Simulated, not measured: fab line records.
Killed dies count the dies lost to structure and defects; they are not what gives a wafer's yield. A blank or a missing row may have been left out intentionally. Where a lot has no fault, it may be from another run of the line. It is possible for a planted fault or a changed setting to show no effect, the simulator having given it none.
What tool caused it?    flow n5_finfet    12 lots with 36 wafers sampled at 3 steps, on a route of 1938 steps

## WHAT THE GAUGES READ, wafer by wafer
N5_BEOL_M2_INSPECT_59: inspects for defects (darkfield).
lot   measured      on                 raw_defect_count
L075  day 7 09:02   defect_inspect-01  63 77 90
L077  day 7 17:12   defect_inspect-01  125 89 95
L079  day 8 04:14   defect_inspect-02  117 63 82
L081  day 8 17:13   defect_inspect-01  111 76 57
L083  day 9 03:10   defect_inspect-02  48 84 62
L085  day 9 16:47   defect_inspect-02  83 84 75
L087  day 10 10:11  defect_inspect-02  36 88 42
L090  day 10 19:19  defect_inspect-02  62 58 55
L091  day 10 23:07  defect_inspect-01  67 51 54
L093  day 11 13:32  defect_inspect-02  71 73 89
L095  day 12 01:19  defect_inspect-02  43 72 59
L097  day 12 19:29  defect_inspect-01  48 57 75

## WHICH TOOL RAN EACH LOT (tool, then ch and the chambers of the sampled wafers, then the start)
lot   N5_BEOL_M2_SPUTTER_92         N5_BEOL_M2_SPUTTER_96
L075  pvd_sputter-01, day 7 04:50   pvd_sputter-01, day 7 07:49
L077  pvd_sputter-02, day 7 15:40   pvd_sputter-02, day 7 16:07
L079  pvd_sputter-03, day 8 02:44   pvd_sputter-03, day 8 03:10
L081  pvd_sputter-03, day 8 15:41   pvd_sputter-03, day 8 16:08
L083  pvd_sputter-03, day 9 01:38   pvd_sputter-03, day 9 02:05
L085  pvd_sputter-03, day 9 15:13   pvd_sputter-03, day 9 15:40
L087  pvd_sputter-02, day 10 08:40  pvd_sputter-02, day 10 09:07
L090  pvd_sputter-01, day 10 17:44  pvd_sputter-01, day 10 18:11
L091  pvd_sputter-01, day 10 21:35  pvd_sputter-01, day 10 22:01
L093  pvd_sputter-02, day 11 12:00  pvd_sputter-02, day 11 12:26
L095  pvd_sputter-01, day 11 23:43  pvd_sputter-01, day 12 00:10
L097  pvd_sputter-01, day 12 17:48  pvd_sputter-01, day 12 18:14
- N5_BEOL_M2_SPUTTER_92: material Cu, target thk 4.5 nm, time 8.29 s.
- N5_BEOL_M2_SPUTTER_96: material Cu, target thk 4.5 nm, time 8.29 s.

## THE ANSWER, worked out from the rows above alone
Rule: the usual values come from the lots themselves. The widest of any qualifying gaps counts: lots, ordered by their means at a reading, are off when they make up no more than a third of the lots, leave a main group of 4 or more, and stand apart from it by 3 or more times the standard deviation of that group's means. A main group is skipped when, at the precision printed for the reading in the tables above, its means are all equal. A lot without any number at a reading at which 4 lots or more have one is off too. The other lots that the step has rows for count as sound.
No lot is off on any of the readings shown, so nothing can be concluded from this.

## WHAT WAS PUT IN BY THE SIMULATOR
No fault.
